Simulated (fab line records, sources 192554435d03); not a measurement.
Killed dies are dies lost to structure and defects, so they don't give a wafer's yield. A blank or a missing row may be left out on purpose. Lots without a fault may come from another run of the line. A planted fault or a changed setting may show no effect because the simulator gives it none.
fab line records | flow n5_finfet
record lots=5 wafers=15 last_day=20
route steps=1938 shown BEOL_M0_SAQP@682 BEOL_M4@1111 PASSIVATION@1936
lots that met no fault: from a run of the same line without faults
start_h: hours from the record's first day to the start of the lot's first wafer shown | wait_h: hours since the lot's step before | " the same as in the row above | L1.1+2: a row that stands for several wafers | - no value, or no start given | * or withheld: withheld | < > ~ a bound
route shown NAME@n: a module of which the file shows steps, and the number in the route of the first | usual: mean/standard deviation of fault-free wafers | same: alike in all rows | chamber/n: place in a boat | sites: the reading at each site | _std_site: their standard deviation | _edge_site: outer sites' mean less inner sites' | radius_mm: how far each site lies from the wafer's centre | mask NAME#n: copy n | behind: the tool/chamber that last shaped the wafer | hold: why the lot was held/for how many hours/how that ended | device: the transistor (n, p or np) that didn't switch | end of line: the same wafers' tests at the end of the route | a step without rows: its recipe alone | killed: dies lost to structure and defects at the first sort, not the wafer's yield | map: a wafer's dies, x killed, . not, _ none there
set.NAME: the setting as run; set.NAME@STEP: as run at that earlier step | model.NAME: the simulator's own value behind a step, which no gauge read
lots at some steps of the route; a table a step, a row a wafer
services: from which hour (start_h, from the record's first day; less than 0 if before it) a tool's chamber was out of use, for how many hours, and why
## steps
# step N5_BEOL_M0_SAQP_COAT_87
# recipe resist=underlayer temp_c=205 time_s=60 spin_rpm=1500 resist_thk_nm=5
# step N5_BEOL_M0_SAQP_COAT_34
# recipe resist=CAR-EUV spin_rpm=1500 resist_thk_nm=30
# step N5_BEOL_M0_SAQP_EBR_36
# recipe solvent=PGMEA ebr_width_mm=1.5
# step N5_BEOL_M0_SAQP_SOFTBAKE_35
# recipe temp_c=110 time_s=60 resist=CAR-EUV
# step N5_BEOL_M0_SAQP_EXPOSE_37
# recipe mask_id=M0_CUT1 na=0.33 source_shape=annular sigma_inner=0.35 sigma_outer=0.8 polarization=unpolarized target_cd_nm=30 dose_mj=44.75
# step N5_BEOL_M0_SAQP_PEB_38
# recipe peb_temp_c=100 peb_time_s=60 resist=CAR-EUV
# step N5_BEOL_M0_SAQP_DEVELOP_39
# recipe develop_time_s=30 developer=TMAH resist=CAR-EUV rinse_liquid=surfactant_rinse dry=air_spin dev_temp_c=23
# step N5_BEOL_M0_SAQP_CD_MEAS_40
# recipe target_cd_nm=30 landing_energy_ev=500 detector=se_inlens
# usual cd_nm=29.9/0.3
# columns lot.wafer tool chamber start_h wait_h cd_nm
L488.1 cd_sem-03 0 132.77 - 29.9
L488.4 " 0 " " 30.5
L488.6 " 0 " " 30.3
L492.1 cd_sem-02 0 158.68 - 30.2
L492.2 " 0 " " 30.1
L492.4 " 0 " " 30.2
L500.3 cd_sem-01 0 199.17 - 29.8
L500.5 " 0 " " 30.2
L500.6 " 0 " " 29.9
L501.1 cd_sem-03 0 209.85 - 30.0
L501.2 " 0 " " 29.7
L501.5 " 0 " " 30.2
L507.3 cd_sem-01 0 240.97 - 30.2
L507.4 " 0 " " 30.2
L507.6 " 0 " " 30.3
# step N5_BEOL_M0_SAQP_OVL_MEAS_41
# recipe points_per_wafer=522
# usual M0_CUT1_OVL=-0.1/0.86
# columns lot.wafer tool chamber start_h wait_h M0_CUT1_OVL[nm]
L488.1 overlay-01 0 132.80 0.0 -0.4
L488.4 " 0 " " 0.5
L488.6 " 0 " " 1.1
L492.1 overlay-01 0 158.71 0.0 -1.8
L492.2 " 0 " " -0.2
L492.4 " 0 " " -0.6
L500.3 overlay-02 0 199.21 0.0 0.7
L500.5 " 0 " " 1.3
L500.6 " 0 " " 0.2
L501.1 overlay-02 0 209.88 0.0 0.3
L501.2 " 0 " " 0.4
L501.5 " 0 " " -1.4
L507.3 overlay-02 0 241.01 0.0 1.4
L507.4 " 0 " " -1.2
L507.6 " 0 " " -1.3
# step N5_BEOL_M0_SAQP_INSPECT_42
# recipe mode=adi inspect_instrument=brightfield
# usual raw_defect_count=272/71
# columns lot.wafer tool chamber start_h wait_h raw_defect_count
L488.1 defect_inspect-01 - 132.86 0.1 434
L488.4 " - " " 379
L488.6 " - " " 487
L492.1 defect_inspect-01 - 158.77 0.1 173
L492.2 " - " " 188
L492.4 " - " " 258
L500.3 defect_inspect-01 - 199.25 0.0 198
L500.5 " - " " 248
L500.6 " - " " 315
L501.1 defect_inspect-01 - 209.94 0.1 354
L501.2 " - " " 388
L501.5 " - " " 269
L507.3 defect_inspect-02 - 241.06 0.0 315
L507.4 " - " " 196
L507.6 " - " " 268
# step N5_BEOL_M0_SAQP_DESCUM_45
# recipe chemistry=O2 time_s=7 source_power_w=50 bias_power_w=20 pressure_mtorr=20 rf_frequency_hz=2.712e+07 temp_c=40 resist=CAR-EUV o2_flow_sccm=225
# usual drypump_motor_current_A=5.6/0.44 oes_product_au=0.77/0.076 rf_fwd_power_W=49.38/0.25 rf_vpp_V=243.6/1.5 showerhead_plenum_p_Torr=2.10/0.085 throttle_valve_pct=20.42/0.2
# columns lot.wafer tool chamber start_h wait_h drypump_motor_current_A oes_product_au rf_fwd_power_W rf_hours_counter_h rf_vpp_V showerhead_plenum_p_Torr throttle_valve_pct
L488.1 rie_diel-06 3 132.90 0.0 6.0 0.66 49.06 246 246.5 2.14 20.70
L488.4 " 1 " " 5.6 0.84 49.29 60 246.0 2.22 20.16
L488.6 " 1 " " 5.5 0.83 49.33 - 245.3 2.22 20.16
L492.1 rie_diel-02 0 159.04 0.3 4.8 0.71 48.95 227 241.4 1.99 20.94
L492.2 " 1 " " 6.4 0.83 48.82 73 245.3 2.24 20.43
L492.4 " 2 " " 5.0 0.73 49.64 206 244.3 2.17 20.46
L500.3 rie_diel-06 3 199.29 0.0 6.0 0.97 49.03 6 243.5 2.13 20.26
L500.5 " 3 " " 6.1 0.97 48.98 - 245.7 2.13 20.27
L500.6 " 0 " " 5.8 0.77 49.52 - 243.2 2.07 20.41
L501.1 rie_diel-05 0 210.08 0.1 5.0 0.71 49.47 183 240.8 2.00 20.65
L501.2 " 3 " " 5.7 0.71 49.32 175 240.6 1.98 20.22
L501.5 " 1 " " 5.6 0.71 49.51 - 244.4 2.13 20.38
L507.3 rie_diel-02 1 241.09 0.0 6.4 0.79 49.17 96 245.9 2.23 20.46
L507.4 " 1 " " 6.4 0.80 48.82 - 246.0 2.23 20.47
L507.6 " 2 " " 5.1 0.72 49.68 - 243.4 2.16 20.49
# step N5_BEOL_M0_SAQP_ETCH_88
# recipe chemistry=N2/H2 target=underlayer target_depth_a=65 time_s=5.2 ion_energy_ev=200 mask_material=CAR-EUV pressure_mtorr=30 source_w=840 bias_w=150 n2_flow_sccm=200 h2_flow_sccm=200 ends=cleared
# usual drypump_motor_current_A=5.6/0.44 etch_rf_on_time_s=5.23/0.18 oes_product_au=0.66/0.068 rf_fwd_power_W=819.3/2.3 rf_vpp_V=524.4/3 showerhead_plenum_p_Torr=2.56/0.099 throttle_valve_pct=17.91/0.29
# columns lot.wafer tool chamber start_h wait_h drypump_motor_current_A etch_rf_on_time_s oes_product_au rf_fwd_power_W rf_hours_counter_h rf_vpp_V showerhead_plenum_p_Torr throttle_valve_pct
L488.1 rie_diel-06 3 132.93 0.0 6.0 5.04 0.59 815.6 246 524.0 2.60 18.14
L488.4 " 1 " " 5.6 5.25 0.72 816.2 60 525.8 2.67 17.35
L488.6 " 1 " " 5.5 5.23 0.73 817.8 - 526.5 2.67 17.37
L492.1 rie_diel-02 0 159.08 0.0 4.8 5.04 0.59 820.8 227 520.9 2.39 18.29
L492.2 " 1 " " 6.4 5.43 0.69 818.4 73 526.8 2.68 17.61
L492.4 " 2 " " 5.0 5.52 0.60 821.1 206 525.8 2.62 17.88
L500.3 rie_diel-06 3 199.32 0.0 6.1 4.86 0.86 818.9 6 526.6 2.60 17.70
L500.5 " 3 " " 6.1 4.85 0.85 819.7 - 522.7 2.60 17.69
L500.6 " 0 " " 5.8 5.36 0.64 820.8 - 523.5 2.57 18.18
L501.1 rie_diel-05 0 210.12 0.0 5.0 5.33 0.61 818.8 183 519.1 2.42 17.94
L501.2 " 3 " " 5.7 5.20 0.64 817.8 175 521.4 2.43 17.81
L501.5 " 1 " " 5.6 5.42 0.60 821.4 - 525.6 2.64 18.15
L507.3 rie_diel-02 1 241.12 0.0 6.4 5.54 0.67 817.9 96 525.3 2.67 17.66
L507.4 " 1 " " 6.4 5.54 0.67 818.8 - 526.0 2.67 17.68
L507.6 " 2 " " 5.0 5.52 0.59 815.1 - 526.2 2.61 17.94
# step N5_BEOL_M0_SAQP_ETCH_73
# recipe chemistry=CF4 target=SiARC target_depth_a=195 mask_material=CAR-EUV time_s=32.5 ion_energy_ev=80 pressure_mtorr=40 source_w=545 bias_w=36 Ar_flow_sccm=100 cf4_flow_sccm=100 ends=cleared
# usual cf4_flow_sccm=99.99/0.24 drypump_motor_current_A=5.6/0.44 etch_rf_on_time_s=32.9/1.1 oes_product_au=0.66/0.068 rf_fwd_power_W=533.1/2.7 rf_vpp_V=184.1/1.3 showerhead_plenum_p_Torr=2.16/0.079 throttle_valve_pct=15.64/0.21
# columns lot.wafer tool chamber start_h wait_h cf4_flow_sccm drypump_motor_current_A etch_rf_on_time_s oes_product_au rf_fwd_power_W rf_hours_counter_h rf_vpp_V showerhead_plenum_p_Torr throttle_valve_pct
L488.1 rie_diel-06 3 132.95 0.0 99.79 6.1 31.7 0.59 530.1 246 184.9 2.19 15.89
L488.4 " 1 " " 99.82 5.5 32.7 0.72 532.9 60 186.4 2.24 15.22
L488.6 " 1 " " 99.88 5.5 32.7 0.73 532.6 - 184.9 2.24 15.22
L492.1 rie_diel-02 0 159.10 0.0 100.00 4.8 31.5 0.60 533.1 227 183.1 2.02 16.01
L492.2 " 1 " " 100.09 6.4 34.0 0.70 531.0 73 185.9 2.26 15.48
L492.4 " 2 " " 100.07 5.0 34.5 0.60 538.6 206 183.9 2.20 15.66
L500.3 rie_diel-06 3 199.34 0.0 100.23 6.1 22.6 1.03 528.7 6 183.9 2.19 15.40
L500.5 " 3 " " 99.65 6.0 22.4 1.04 529.2 - 184.5 2.19 15.43
L500.6 " 0 " " 99.88 5.8 33.4 0.66 531.8 - 184.2 2.14 15.79
L501.1 rie_diel-05 0 210.13 0.0 99.78 5.0 33.3 0.61 531.3 183 182.0 2.05 15.76
L501.2 " 3 " " 99.94 5.7 32.2 0.64 531.6 175 182.9 2.04 15.52
L501.5 " 1 " " 99.78 5.5 33.0 0.61 535.9 - 184.0 2.21 15.84
L507.3 rie_diel-02 1 241.14 0.0 100.09 6.4 34.5 0.66 534.4 96 184.0 2.25 15.52
L507.4 " 1 " " 100.03 6.4 34.6 0.67 535.3 - 184.1 2.25 15.53
L507.6 " 2 " " 99.66 5.0 34.1 0.59 535.0 - 184.2 2.20 15.70
# step N5_BEOL_M0_SAQP_CUT_ETCH_46
# recipe chemistry=N2/H2 target=SOC target_depth_a=1350 overetch_a=270 temp_c=40 time_s=202.5 ion_energy_ev=200 mask_material=SiARC pressure_mtorr=30 source_w=840 bias_w=150 n2_flow_sccm=200 h2_flow_sccm=200
# usual drypump_motor_current_A=5.6/0.44 rf_fwd_power_W=837.7/2.6 rf_vpp_V=524.4/2.8 showerhead_plenum_p_Torr=2.56/0.099 throttle_valve_pct=17.87/0.29
# columns lot.wafer tool chamber start_h wait_h drypump_motor_current_A rf_fwd_power_W rf_hours_counter_h rf_vpp_V showerhead_plenum_p_Torr throttle_valve_pct
L488.1 rie_diel-06 3 132.98 0.0 6.1 840.5 246 526.6 2.60 18.08
L488.4 " 1 " " 5.6 839.1 60 527.6 2.67 17.32
L488.6 " 1 " " 5.6 841.2 - 528.4 2.67 17.31
L492.1 rie_diel-02 0 159.13 0.0 4.9 835.1 227 518.7 2.39 18.24
L492.2 " 1 " " 6.4 836.1 73 526.5 2.68 17.61
L492.4 " 2 " " 5.0 837.1 206 526.3 2.62 17.84
L500.3 rie_diel-06 3 199.37 0.0 6.1 841.4 6 525.2 2.60 17.64
L500.5 " 3 " " 6.0 835.5 - 525.2 2.60 17.66
L500.6 " 0 " " 5.8 833.9 - 522.9 2.57 18.15
L501.1 rie_diel-05 0 210.17 0.0 5.0 839.0 183 521.4 2.42 17.90
L501.2 " 3 " " 5.7 836.1 175 519.0 2.43 17.76
L501.5 " 1 " " 5.6 839.3 - 525.5 2.64 18.09
L507.3 rie_diel-02 1 241.17 0.0 6.4 839.9 96 526.9 2.67 17.64
L507.4 " 1 " " 6.4 839.3 - 527.7 2.67 17.63
L507.6 " 2 " " 5.1 835.2 - 527.2 2.61 17.91
# step N5_BEOL_M4_RC_MEAS_101
# usual DIBL_N=36.1/2.3 DIBL_P=36/3.2 IOFF_N=0.16/0.045 IOFF_P=0.21/0.049 ION_N=674/14 ION_P=462/8.4 SS_N=71.6/0.83 SS_P=73.2/0.87 VT_N=249/3.8 VT_P=-250/3.4
# columns lot.wafer tool chamber start_h wait_h DIBL_N[mV/V] DIBL_P[mV/V] IOFF_N[nA/um] IOFF_P[nA/um] ION_N[uA/um] ION_P[uA/um] SS_N[mV/dec] SS_P[mV/dec] VT_N[mV] VT_P[mV]
L488.1 prober-01 0 259.92 0.0 38.4 42 0.23 0.32 695 476 71.7 74.3 243 -244
L488.4 " 0 " " 33.2 34 0.12 0.17 682 471 70.8 72.6 252 -250
L488.6 " 0 " " 40.3 43 0.27 0.34 689 469 72.4 74.6 239 -244
L492.1 prober-02 0 310.74 0.0 41.7 42 0.29 0.30 681 461 73.6 75.0 245 -248
L492.2 " 0 " " 37.4 38 0.19 0.23 692 471 71.7 74.3 245 -251
L492.4 " 0 " " 38.4 39 0.21 0.24 676 456 72.8 74.8 247 -251
L501.1 prober-01 0 329.43 0.0 38.8 39 0.21 0.25 685 463 72.1 74.5 247 -249
L501.2 " 0 " " 36.9 37 0.18 0.22 684 468 71.4 73.0 245 -251
L501.5 " 0 " " 35.9 35 0.16 0.19 676 459 71.5 73.4 249 -253
L500.3 prober-01 0 345.01 0.3 38.0 39 0.21 0.23 681 458 72.3 73.6 245 -250
L500.5 " 0 " " 40.4 42 0.27 0.27 700 467 72.8 74.4 240 -249
L500.6 " 0 " " 35.0 35 0.14 0.18 661 450 70.6 72.9 251 -252
L507.3 prober-02 0 364.75 0.3 36.8 34 0.16 0.18 681 461 70.7 73.5 247 -251
L507.4 " 0 " " 34.9 32 0.13 0.17 685 471 70.6 71.9 248 -253
L507.6 " 0 " " 39.1 36 0.19 0.20 686 461 71.7 73.6 248 -251
# step N5_PASSIVATION_PROBE_49
# usual defect_limited_yield=90.9/1.6 killed_at_M0_to_M3=37/11 killed_at_M4_up=15/5.6 killed_at_contacts=13/6.4 killed_at_front_end=39/11 killed_at_other=4/3.1 killed_dies=107/19 killed_open=71/14 killed_short=34/7.8 sort_bin_4_leakage=0.01/0.053 sort_bin_5_function=5.3/1 sort_bin_6_memory=3.4/0.72 sort_n_pass=1072/20 sort_yield_pct=90.9/1.7
# same gross_dies=1180 killed_at_back_side=0 sort_bin_8_speed[%]=0
# columns lot.wafer tool chamber start_h wait_h defect_limited_yield[%] killed_at_M0_to_M3 killed_at_M4_up killed_at_contacts killed_at_front_end killed_at_other killed_dies killed_open killed_short sort_bin_4_leakage[%] sort_bin_5_function[%] sort_bin_6_memory[%] sort_n_pass sort_yield_pct[%]
L492.1 prober-02 - 430.21 0.0 89.3 39 19 19 40 9 126 88 32 0.25 6.4 3.6 1051 89.1
L501.1 prober-01 - 447.75 0.0 90.6 34 14 22 39 2 111 69 40 0 4.9 3.8 1069 90.6
L501.2 prober-01 - 447.80 0.1 93.2 26 8 14 27 5 80 55 24 0 3.5 3.0 1100 93.2
L501.5 prober-01 - 447.95 0.2 92.5 27 9 22 29 1 88 52 35 0 4.7 2.2 1092 92.5
# killed by level:class
L492.1 MOL_CONTACT_COAG:geometric_particle:open=16 BEOL_M2:geometric_particle:open=10 BEOL_M1:geometric_particle:open=9 BEOL_M3:geometric_particle:open=8 DUMMY_GATE:geometric_particle:open=7 FIN_SAQP:geometric_particle:short=7 STI_FIN_REVEAL:geometric_particle:open=7 BEOL_M4:geometric_particle:open=7
L501.1 MOL_CONTACT_COAG:geometric_particle:open=14 FIN_SAQP:geometric_particle:open=10 BEOL_M0_SAQP:geometric_particle:open=9 BEOL_M1:geometric_particle:open=8 FIN_SAQP:geometric_particle:short=7 MOL_CONTACT_COAG:geometric_particle:short=7 BEOL_M4:geometric_particle:open=6 BEOL_M0_SAQP:geometric_particle:short=5
L501.2 MOL_CONTACT_COAG:geometric_particle:open=10 STI_FIN_REVEAL:geometric_particle:open=7 BEOL_M0_SAQP:geometric_particle:open=7 BEOL_M4:geometric_particle:open=7 GATE_CUT:geometric_particle:open=6 BEOL_M2:geometric_particle:open=5 BEOL_M0_SAQP:geometric_particle:short=4 MOL_CONTACT_COAG:geometric_particle:short=3
L501.5 MOL_CONTACT_COAG:geometric_particle:open=16 BEOL_M0_SAQP:geometric_particle:short=8 BEOL_M3:geometric_particle:open=7 STI_FIN_REVEAL:geometric_particle:open=6 DUMMY_GATE:geometric_particle:open=5 MOL_CONTACT_COAG:geometric_particle:short=5 DUMMY_GATE:geometric_particle:short=4 BEOL_M0_SAQP:geometric_particle:open=4
## services
# columns tool chamber start_h hours kind
rie_diel-06 3 141.41 1.3 repair
rie_diel-06 3 156.83 2.9 repair
rie_diel-06 3 159.87 - clean
rie_diel-06 3 159.87 - consumable_replace:focus_ring
rie_diel-06 3 159.87 22.0 scheduled_down
rie_diel-06 3 159.87 22.0 vent_cycle
rie_diel-02 - 169.40 14.6 pm
rie_diel-05 3 183.44 8.8 repair
rie_diel-02 - 192.18 1.3 repair
rie_diel-02 2 210.62 5.7 repair
rie_diel-06 0 211.17 17.1 repair
rie_diel-05 3 216.50 6.9 repair
rie_diel-02 0 239.75 - clean
rie_diel-02 0 239.75 - consumable_replace:focus_ring
rie_diel-02 0 239.75 - consumable_replace:showerhead
rie_diel-02 0 239.75 23.9 scheduled_down
rie_diel-02 0 239.75 23.9 vent_cycle
## key
first_sign step=N5_BEOL_M0_SAQP_ETCH_73 reading=etch_rf_on_time_s direction=down sigmas=9.5 usual=* struck=*
effect step=N5_BEOL_M0_SAQP_ETCH_73 reading=oes_product_au direction=up sigmas=5.5 usual=0.66 struck=1.03
met_at N5_BEOL_M0_SAQP_ETCH_73
struck_wafers L500.3,L500.5
onset_between 132.95 199.34
fault kind=process_parameter_drift tool=rie_diel-06 chamber=- onset_h=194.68 steps=N5_BEOL_M0_SAQP_ETCH_73 channel=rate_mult offset=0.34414 shape=step end_h=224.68 scope=struck_wafers_only
